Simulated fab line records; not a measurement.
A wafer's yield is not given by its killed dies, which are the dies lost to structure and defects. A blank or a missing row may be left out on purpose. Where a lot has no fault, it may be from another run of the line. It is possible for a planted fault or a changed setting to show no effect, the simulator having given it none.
Lot-split experiment    flow n5Finfet    7 lots, 21 wafers read, on a route of 1938 steps

ON THE SPLIT
At N5_MOL_CONTACT_COAG_ETCH_106 (etches SOC in N2/H2, target depth 80 nm, overetch 16 nm, time 120 s), the setting sourceW was moved away from the recipe's 840 W on 8 of the 21 wafers read, by -16.5% to +15.7%. For the rest of the wafers, this setting stayed at what the recipe calls for.

The reading is taken at the split's own step.

THE READING
rfVppV, in V, at N5_MOL_CONTACT_COAG_ETCH_106 (etches SOC in N2/H2, target depth 80 nm, overetch 16 nm, time 120 s). Typical for fault-free wafers on this fab line: 523.9 V, with standard deviation 2.4 V.

wafer   tool, chamber at the split  sourceW as run, W  against the recipe  rfVppV, V  against lot-mates on the recipe
L074.2  rieDiel-03, 0               768                -8.6%               538.4      +14.2
L074.3  rieDiel-03, 1               840                recipe              521.0      -
L074.5  rieDiel-03, 2               840                recipe              527.3      -
L081.1  rieDiel-01, 1               840                recipe              528.3      -
L081.2  rieDiel-01, 3               840                recipe              524.2      -
L081.4  rieDiel-01, 0               840                recipe              521.6      -
L086.3  rieDiel-01, 1               840                recipe              526.0      -
L086.5  rieDiel-01, 3               931.8              +10.9%              505.6      -19.5
L086.6  rieDiel-01, 2               840                recipe              524.2      -
L087.3  rieDiel-04, 2               840                recipe              525.4      -
L087.4  rieDiel-04, 3               840                recipe              526.8      -
L087.5  rieDiel-04, 0               840                recipe              522.3      -
L089.3  rieDiel-01, 0               971.5              +15.7%              497.5      -25.1
L089.4  rieDiel-01, 3               840                recipe              522.6      -
L089.6  rieDiel-01, 1               971.5              +15.7%              502.8      -19.8
L090.2  rieDiel-03, 1               960.2              +14.3%              498.6      -23.8
L090.3  rieDiel-03, 0               840                recipe              522.4      -
L090.6  rieDiel-03, 2               960.2              +14.3%              501.8      -20.6
L093.3  rieDiel-01, 1               840                recipe              527.0      -
L093.4  rieDiel-01, 2               701.4              -16.5%              555.5      +28.5
L093.6  rieDiel-01, 0               701.4              -16.5%              554.1      +27.1

FIT RESULTS
A straight line over all 21 wafers: rfVppV changes by -1.71 V for each +1% of sourceW; r = -0.99; the points scatter about the line by 2.4 V.
The same after taking each lot's own level away (the mean of its wafers on the recipe; 21 wafers): -1.59 V for each +1%; r = -0.99; scatter 2.2 V.
Per that fit: largest sourceW move, reading shift of 26 V.
Across the lots, their own levels run from 522.40 to 527.00 V, a range of 1.9 times the standard deviation given above.
Hence the lot-to-lot level has little effect on the slope; both slopes agree.
Check: +25.9 V against its lot-mates is what the line predicts for one of the wafers moved furthest among these (-16.5%) when that wafer is left out of the fit. Against them it came out at +28.5 V.
Tool readings at the split's step, against how far the setting was moved: rfVppV r = -0.99.

FURTHER SPLITS ON THESE WAFERS
Before the reading, these wafers also passed through other splits. Each is held against what the fit with the lots' levels taken away leaves over:
other split on the same wafers  wafers away from the commonest value  r with rfVppV (lot level and that fit taken away)
N5_SD_EPI_P_EXPOSE_06 doseMj    10                                    -0.09
N5_GATE_CUT_ALD_22 aldCycles    4                                     -0.04

FILE'S OWN FIT
rfVppV changes by -1.6 V for each +1% of sourceW, r = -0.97.
